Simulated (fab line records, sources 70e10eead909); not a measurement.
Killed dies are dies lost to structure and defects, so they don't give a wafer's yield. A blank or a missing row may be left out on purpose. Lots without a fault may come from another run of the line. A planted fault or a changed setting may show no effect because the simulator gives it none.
One fault seen from 2 desks | flow nand_harc | each desk has only its own numbers; what lay behind them comes last

THE TOOL OWNER'S DESK: rie_diel-07
The tool's own readings at NHARC_A_CHANNEL_FILL_D2_ETCHBACK_08 (etches the open film in C4F8, target depth 220 nm, time 110 s): means of the sampled wafers that have a number, for each lot that ran on this tool. A lot is out of limits, marked OUT, if its mean lies more than 4 standard deviations from the usual mean; the brackets give that distance.
Columns: A = oes_product_au at NHARC_A_CHANNEL_FILL_D2_ETCHBACK_08, usual 0.96 a.u.; B = rf_vpp_V at NHARC_A_CHANNEL_FILL_D2_ETCHBACK_08, usual 441 V
lot  | first seen here | A    | B
L536 | day 18 07:56    | 0.92 | 443
L548 | day 23 02:33    | 0.93 | 443
L550 | day 24 11:22    | 1.00 | 442
This desk's finding: nothing out of limits on any of the 3 lots.

THE METROLOGY DESK
What the gauges read, lot by lot, whatever tool the lot ran on: means of the sampled wafers that have a number. A lot is out of limits, marked OUT, if its mean lies more than 4 standard deviations from the usual mean; the brackets give that distance.
Columns: A = thk_nm at NHARC_A_M1_THK_MEAS_24, usual 154.6 nm
lot  | first seen here | A
L529 | day 22 21:34    | 155.5
L530 | day 23 11:07    | 155.7
L531 | day 23 11:28    | 155.0
L532 | day 23 13:29    | 154.6
L533 | day 24 05:47    | 155.0
L534 | day 24 13:02    | 155.6
L535 | day 25 13:10    | 154.5
L536 | day 26 04:11    | 154.8
L538 | day 26 19:14    | 152.1
L537 | day 27 06:16    | 155.2
L548 | day 31 00:53    | 154.6
L550 | day 31 13:31    | 155.2
L551 | day 33 07:56    | 151.8
This desk's finding: nothing out of limits on any of the 13 lots.

PUT TOGETHER
The tool owner's desk saw nothing out of limits.
The metrology desk saw nothing out of limits.

WHAT THE SIMULATOR HAD PUT IN
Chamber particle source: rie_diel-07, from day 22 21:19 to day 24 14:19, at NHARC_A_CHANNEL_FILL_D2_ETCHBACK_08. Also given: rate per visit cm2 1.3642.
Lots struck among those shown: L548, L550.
